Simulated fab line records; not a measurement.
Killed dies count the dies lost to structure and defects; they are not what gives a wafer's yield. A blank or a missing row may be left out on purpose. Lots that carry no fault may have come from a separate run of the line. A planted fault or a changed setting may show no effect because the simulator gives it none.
fab line records	flow n5_finfet
record lots=15	wafers=45	last_day=17
route steps=1938 shown STI_FIN_REVEAL@188 DUMMY_GATE@230
lots with no fault: from the same line, run without faults
start_h: hours from the record's first day to the start of the lot's first wafer shown	wait_h: hours from the lot's prior step to this one	" the same as in the row above	L1.1+2: one row covering several wafers at once	- no value, or no start given	* or withheld: withheld	< > ~ a bound
route shown NAME@n: names a module that has steps shown in the file, with the first one's number in the route	usual: mean/standard deviation taken from wafers without a fault	same: alike in all rows	chamber/n: place in a boat	sites: the reading at each site	_std_site: the values' standard deviation	_edge_site: mean of outer sites minus mean of inner sites	radius_mm: for every site, how far away it sits from the centre of the wafer	mask NAME#n: copy n	behind: the tool/chamber that last shaped the wafer	hold: cause of the lot's hold/its duration in hours/its outcome	device: transistor that didn't switch, given as n, p or np	end of line: the tests these same wafers got at the end of their route	a step without rows: its recipe alone	killed: dies lost to structure and defects at the first sort, not the wafer's yield	map: dies across one wafer; x = killed, . = not, _ = none there
set.NAME: setting as actually run; set.NAME@STEP: the setting as run at that earlier step	model.NAME: the simulator's own value behind a step, which no gauge read
route steps across a sampled set of lots; one table per step, one row per wafer
services: when a tool's chamber went out of use (start_h, in hours from the record's first day, below 0 if earlier), for how many hours, and the reason
## steps
# step N5_STI_FIN_REVEAL_THK_MEAS_05
# usual thk_nm=132.1/1.3
lot.wafer	tool	chamber	start_h	wait_h	thk_nm
L739.2	film_metro-02	-	35.57	-	132.4
L739.4	"	-	"	"	129.3
L739.5	"	-	"	"	129.2
L741.1	film_metro-01	-	49.19	-	131.1
L741.2	"	-	"	"	134.5
L741.6	"	-	"	"	134.1
L742.2	film_metro-02	-	52.55	-	130.5
L742.3	"	-	"	"	131.7
L742.4	"	-	"	"	133.5
L743.1	film_metro-02	-	58.76	-	133.9
L743.2	"	-	"	"	132.7
L743.6	"	-	"	"	133.8
L745.1	film_metro-02	-	69.07	-	131.5
L745.2	"	-	"	"	130.6
L745.6	"	-	"	"	132.0
L746.2	film_metro-02	-	76.21	-	131.8
L746.3	"	-	"	"	130.7
L746.5	"	-	"	"	131.8
L747.2	film_metro-01	-	81.37	-	130.2
L747.5	"	-	"	"	132.4
L747.6	"	-	"	"	131.3
L751.4	film_metro-01	-	107.86	-	130.8
L751.5	"	-	"	"	133.3
L751.6	"	-	"	"	129.8
L752.1	film_metro-02	-	116.25	-	131.1
L752.3	"	-	"	"	132.4
L752.5	"	-	"	"	132.1
L753.2	film_metro-01	-	118.93	-	131.2
L753.3	"	-	"	"	131.3
L753.6	"	-	"	"	133.2
L754.3	film_metro-01	-	125.03	-	132.5
L754.4	"	-	"	"	130.8
L754.6	"	-	"	"	133.1
L758.1	film_metro-02	-	149.15	-	132.1
L758.4	"	-	"	"	132.1
L758.5	"	-	"	"	131.2
L759.2	film_metro-01	-	155.70	-	133.4
L759.5	"	-	"	"	132.4
L759.6	"	-	"	"	130.8
L760.1	film_metro-02	-	161.45	-	131.3
L760.3	"	-	"	"	131.0
L760.4	"	-	"	"	129.7
L762.1	film_metro-01	-	172.38	-	130.6
L762.2	"	-	"	"	134.0
L762.5	"	-	"	"	133.9
# step N5_STI_FIN_REVEAL_OXIDATION_33
# recipe chemistry=O2_PLASMA_REMOTE	temp_c=150	time_s=20	pressure_mtorr=1000	source_power_w=2000	o2_flow_sccm=3000
# usual chamber_pressure_mTorr=1000.1/0.94	drypump_motor_current_A=5.2/0.32	heater_power_w=144/18	o2_flow_sccm=2999/9.4
lot.wafer	tool	chamber	start_h	wait_h	chamber_pressure_mTorr	drypump_motor_current_A	heater_power_w	o2_flow_sccm	rf_hours_counter_h
L739.2	plasma_asher-01	1	38.94	0.0	999.8	4.9	146	2999	75
L739.4	"	1	"	"	1001.4	4.9	142	3009	-
L739.5	"	1	"	"	999.8	5.0	147	3015	-
L741.1	plasma_asher-01	0	52.19	0.0	999.4	4.9	160	3008	77
L741.2	"	1	"	"	1002.1	4.9	147	3018	77
L741.6	"	0	"	"	1000.6	4.9	162	2996	-
L742.2	plasma_asher-02	0	55.54	0.0	1000.0	5.7	149	3003	34
L742.3	"	1	"	"	999.8	5.4	109	2989	-
L742.4	"	0	"	"	1001.5	5.7	153	3016	-
L743.1	plasma_asher-01	1	61.75	0.0	1001.4	4.9	147	2994	79
L743.2	"	0	"	"	998.6	4.9	162	2995	79
L743.6	"	0	"	"	999.9	4.9	160	2983	-
L745.1	plasma_asher-02	0	72.15	0.0	999.5	5.6	151	2997	37
L745.2	"	1	"	"	1001.3	5.4	112	2998	37
L745.6	"	0	"	"	1001.4	5.7	152	3007	-
L746.2	plasma_asher-01	1	79.21	0.0	1000.7	4.9	145	3002	82
L746.3	"	0	"	"	999.7	4.9	162	3009	-
L746.5	"	0	"	"	1000.9	4.9	156	2999	-
L747.2	plasma_asher-02	1	84.41	0.0	1000.4	5.4	114	3006	39
L747.5	"	1	"	"	1000.7	5.4	112	2995	-
L747.6	"	0	"	"	1000.3	5.7	155	2997	-
L751.4	plasma_asher-02	1	110.90	0.0	999.1	5.4	115	3000	-
L751.5	"	1	"	"	999.3	5.4	111	2983	-
L751.6	"	0	"	"	999.7	5.7	153	3011	-
L752.1	plasma_asher-01	0	119.27	0.0	999.8	4.9	162	2987	90
L752.3	"	0	"	"	999.0	4.9	156	2994	-
L752.5	"	0	"	"	1000.4	4.9	161	2985	-
L753.2	plasma_asher-02	0	121.95	0.0	1000.0	5.7	150	2986	47
L753.3	"	1	"	"	1000.5	5.4	114	2997	-
L753.6	"	0	"	"	999.9	5.7	154	2982	-
L754.3	plasma_asher-01	1	128.10	0.1	1000.7	4.9	146	3000	-
L754.4	"	0	"	"	999.2	4.9	160	2988	-
L754.6	"	1	"	"	999.1	4.9	143	2994	-
L758.1	plasma_asher-01	1	152.17	0.0	999.8	4.9	144	3008	95
L758.4	"	1	"	"	1000.0	4.9	143	3017	-
L758.5	"	1	"	"	1001.8	4.9	142	2990	-
L759.2	plasma_asher-01	1	158.89	0.0	999.5	4.9	144	3012	96
L759.5	"	0	"	"	1000.8	4.9	163	2999	-
L759.6	"	1	"	"	1000.4	4.9	147	3004	-
L760.1	plasma_asher-01	1	164.48	0.0	999.7	4.9	143	2997	98
L760.3	"	0	"	"	999.2	4.9	157	2993	-
L760.4	"	1	"	"	1000.6	4.9	148	2983	-
L762.1	plasma_asher-01	0	175.92	0.3	998.4	4.9	158	3002	104
L762.2	"	1	"	"	1001.3	4.9	146	3000	104
L762.5	"	0	"	"	1000.4	4.9	156	3002	-
# step N5_DUMMY_GATE_DEVELOP_14
# recipe develop_time_s=30	developer=TMAH	resist=CAR-EUV	rinse_liquid=surfactant_rinse	dry=air_spin	dev_temp_c=23
# usual chill_plate_temp_C=22.98/0.093	develop_time_s=30/0	resist_line_temp_C=22.99/0.11
lot.wafer	tool	chamber	start_h	wait_h	chill_plate_temp_C	develop_time_s	resist_line_temp_C
L739.2	litho_track-02	0	48.08	-	22.95	30	22.98
L739.4	"	0	"	"	23.02	30	23.03
L739.5	"	0	"	"	22.87	30	23.01
L741.1	litho_track-04	0	65.43	-	23.04	30	22.92
L741.2	"	0	"	"	23.15	30	22.93
L741.6	"	0	"	"	23.07	30	23.08
L743.1	litho_track-04	0	70.49	-	23.01	30	22.89
L743.2	"	0	"	"	22.96	30	22.82
L743.6	"	0	"	"	22.85	30	23.03
L742.2	litho_track-02	0	71.27	-	22.83	30	23.01
L742.3	"	0	"	"	22.81	30	23.02
L742.4	"	0	"	"	22.87	30	23.00
L745.1	litho_track-04	-	82.75	-	-	-	-
L745.2	"	-	"	"	-	-	-
L745.6	"	-	"	"	-	-	-
L746.2	litho_track-02	-	89.74	-	-	-	-
L746.3	"	-	"	"	-	-	-
L746.5	"	-	"	"	-	-	-
L747.2	litho_track-03	-	101.76	-	-	-	-
L747.5	"	-	"	"	-	-	-
L747.6	"	-	"	"	-	-	-
L751.4	litho_track-02	0	124.71	-	22.77	30	23.07
L751.5	"	0	"	"	22.94	30	23.08
L751.6	"	0	"	"	22.98	30	23.01
L752.1	litho_track-02	0	129.84	-	22.83	30	23.00
L752.3	"	0	"	"	22.86	30	23.04
L752.5	"	0	"	"	22.91	30	23.08
L753.2	litho_track-03	0	132.60	-	22.96	30	22.92
L753.3	"	0	"	"	22.98	30	22.98
L753.6	"	0	"	"	23.08	30	22.99
L754.3	litho_track-04	0	141.52	-	22.81	30	22.90
L754.4	"	0	"	"	22.88	30	22.83
L754.6	"	0	"	"	22.90	30	22.98
L758.1	litho_track-02	0	161.01	-	22.94	30	22.95
L758.4	"	0	"	"	22.96	30	22.91
L758.5	"	0	"	"	23.11	30	22.92
L759.2	litho_track-02	0	168.36	-	22.98	30	23.06
L759.5	"	0	"	"	22.99	30	22.97
L759.6	"	0	"	"	23.06	30	22.91
L760.1	litho_track-03	0	173.20	-	23.03	30	22.92
L760.3	"	0	"	"	23.05	30	22.93
L760.4	"	0	"	"	22.90	30	22.98
L762.1	litho_track-02	0	186.71	-	22.88	30	22.95
L762.2	"	0	"	"	23.07	30	23.00
L762.5	"	0	"	"	23.00	30	22.99
# step N5_DUMMY_GATE_ETCH_29
# recipe chemistry=N2/H2	target=underlayer	target_depth_a=130	ion_energy_ev=200	pressure_mtorr=30	source_w=840	bias_w=150	n2_flow_sccm=200	h2_flow_sccm=200
# usual chamber_pressure_mTorr=30.00/0.035	drypump_motor_current_A=5.7/0.39	oes_product_au=0.77/0.089	rf_vpp_V=524.5/2.5	showerhead_plenum_p_Torr=2.57/0.094	throttle_valve_pct=18.04/0.28
lot.wafer	tool	chamber	start_h	wait_h	chamber_pressure_mTorr	drypump_motor_current_A	oes_product_au	rf_hours_counter_h	rf_vpp_V	showerhead_plenum_p_Torr	throttle_valve_pct
L739.2	rie_diel-04	0	48.33	0.0	29.99	5.3	0.68	226	521.4	2.38	17.43
L739.4	"	2	"	"	30.04	5.0	0.86	45	525.8	2.59	17.69
L739.5	"	2	"	"	29.98	4.9	0.87	-	525.3	2.59	17.72
L741.1	rie_diel-02	2	65.68	0.0	29.99	5.6	0.73	208	525.2	2.52	18.24
L741.2	"	1	"	"	30.02	5.9	0.75	144	527.4	2.67	18.27
L741.6	"	0	"	"	30.03	6.0	0.75	-	524.8	2.54	18.02
L743.1	rie_diel-02	2	70.75	0.0	30.01	5.7	0.72	210	522.6	2.52	18.24
L743.2	"	1	"	"	30.00	5.9	0.75	146	527.2	2.67	18.24
L743.6	"	0	"	"	30.00	6.1	0.75	-	523.2	2.54	18.01
L742.2	rie_diel-02	0	71.53	0.0	30.05	6.0	0.74	156	522.2	2.54	18.02
L742.3	"	1	"	"	29.99	5.9	0.75	146	526.1	2.67	18.25
L742.4	"	1	"	"	29.98	5.9	0.75	-	526.3	2.67	18.27
L745.1	rie_diel-02	1	83.94	0.0	29.99	5.9	0.74	152	527.5	2.67	18.29
L745.2	"	0	"	"	30.02	6.1	0.74	161	523.5	2.53	18.03
L745.6	"	3	"	"	30.02	5.4	0.96	-	527.7	2.73	17.76
L746.2	rie_diel-04	1	90.07	0.0	30.01	6.2	0.71	203	520.2	2.42	18.15
L746.3	"	3	"	"	30.02	5.0	0.98	0	525.2	2.60	17.36
L746.5	"	1	"	"	29.94	6.2	0.71	-	521.2	2.42	18.14
L747.2	rie_diel-02	0	102.03	0.0	30.01	6.0	0.73	167	522.8	2.53	18.03
L747.5	"	2	"	"	29.98	5.7	0.71	-	524.0	2.51	18.27
L747.6	"	1	"	"	30.02	5.8	0.73	-	525.9	2.67	18.27
L751.4	rie_diel-05	3	125.13	0.0	29.99	5.3	0.70	-	521.7	2.53	18.40
L751.5	"	1	"	"	30.04	5.5	0.69	-	523.7	2.55	18.06
L751.6	"	0	"	"	30.00	6.5	0.73	-	526.6	2.62	18.15
L752.1	rie_diel-02	3	130.10	0.0	30.04	5.4	0.91	16	527.7	2.73	17.79
L752.3	"	0	"	"	30.00	6.0	0.73	174	524.6	2.53	18.04
L752.5	"	1	"	"	29.99	5.9	0.73	-	527.7	2.66	18.28
L753.2	rie_diel-02	1	132.98	0.0	29.96	5.8	0.72	166	526.2	2.66	18.30
L753.3	"	2	"	"	30.05	5.7	0.71	230	523.4	2.51	18.30
L753.6	"	0	"	"	29.97	6.0	0.73	-	524.0	2.53	18.05
L754.3	rie_diel-05	3	141.77	0.0	29.95	5.3	0.70	225	522.8	2.53	18.41
L754.4	"	3	"	"	30.02	5.3	0.69	-	523.6	2.53	18.40
L754.6	"	1	"	"	30.03	5.5	0.69	-	522.0	2.54	18.06
L758.1	rie_diel-02	1	161.79	0.0	29.97	5.9	0.73	175	525.3	2.66	18.31
L758.4	"	0	"	"	30.02	6.0	0.72	181	524.1	2.53	18.04
L758.5	"	3	"	"	29.98	5.4	0.90	-	527.6	2.72	17.81
L759.2	rie_diel-05	0	168.64	0.0	30.01	6.5	0.72	189	526.9	2.62	18.19
L759.5	"	2	"	"	30.02	5.8	0.94	-	522.0	2.50	17.57
L759.6	"	0	"	"	30.00	6.5	0.71	-	526.7	2.62	18.18
L760.1	rie_diel-02	3	173.46	0.0	29.95	5.4	0.88	30	527.6	2.72	17.80
L760.3	"	0	"	"	29.99	6.0	0.72	184	523.2	2.52	18.07
L760.4	"	1	"	"	29.99	5.8	0.72	178	524.8	2.66	18.32
L762.1	rie_diel-04	3	186.97	0.0	29.97	5.0	0.89	29	525.2	2.59	17.41
L762.2	"	0	"	"	30.02	5.3	0.93	13	529.1	2.68	17.20
L762.5	"	2	"	"	29.98	4.9	0.82	-	524.9	2.58	17.76
## services
tool	chamber	start_h	hours	kind
rie_diel-02	3	54.77	-	clean
rie_diel-02	3	54.77	-	consumable_replace:focus_ring
rie_diel-02	3	54.77	-	consumable_replace:showerhead
rie_diel-02	3	54.77	21.4	scheduled_down
rie_diel-02	3	54.77	21.4	vent_cycle
rie_diel-04	0	61.47	8.6	repair
rie_diel-05	1	68.25	16.4	repair
rie_diel-05	-	69.73	15.6	pm
rie_diel-04	3	75.44	-	clean
rie_diel-04	3	75.44	-	consumable_replace:focus_ring
rie_diel-04	3	75.44	12.3	scheduled_down
rie_diel-04	3	75.44	12.3	vent_cycle
rie_diel-04	2	79.75	5.4	repair
rie_diel-05	2	111.34	-	clean
rie_diel-05	2	111.34	-	consumable_replace:focus_ring
rie_diel-05	2	111.34	15.7	scheduled_down
rie_diel-05	2	111.34	15.7	vent_cycle
rie_diel-04	0	124.66	-	clean
plasma_asher-02	-	134.18	1.1	repair
rie_diel-02	0	137.14	1.7	repair
rie_diel-05	0	139.20	12.1	repair
plasma_asher-02	-	163.55	28.1	pm
rie_diel-02	2	167.26	2.7	repair
rie_diel-04	3	171.42	1.6	repair
## key
first_sign step=N5_DUMMY_GATE_DEVELOP_14	reading=tool_record	direction=missing
effect none on later readings
met_at N5_DUMMY_GATE_DEVELOP_14
struck_lots L745,L746,L747
later_rows_left_out L745.1,L745.2,L745.6,L746.2,L746.3,L746.5,L747.2,L747.5,L747.6
sort_left_out L745.1,L745.2,L745.6,L746.2,L746.3,L746.5,L747.2,L747.5,L747.6
tester_left_out L745,L746,L747
not_acting_at N5_STI_FIN_REVEAL_THK_MEAS_05,N5_STI_FIN_REVEAL_OXIDATION_33,N5_DUMMY_GATE_ETCH_29
onset_between 71.27 82.75
fault kind=skipped_step_whole	tool=litho_track-02,litho_track-03,litho_track-04	chamber=-	onset_h=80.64	steps=N5_DUMMY_GATE_DEVELOP_14	scope=struck_lots_only
# tester_left_out: of these lots the tester's yield and bins aren't shown, on N5 and GAA mostly nor the transistor test; their killed dies are dies lost to structure and defects alone, not to doping, threshold or leakage, so they don't give the yield
# sort_left_out: the simulated sort isn't trusted on such a fault, so these wafers' sort isn't shown, and their yield isn't known
# later_rows_left_out: the simulator's readings of these wafers behind a module that went badly wrong aren't trusted and aren't shown, but for the sort
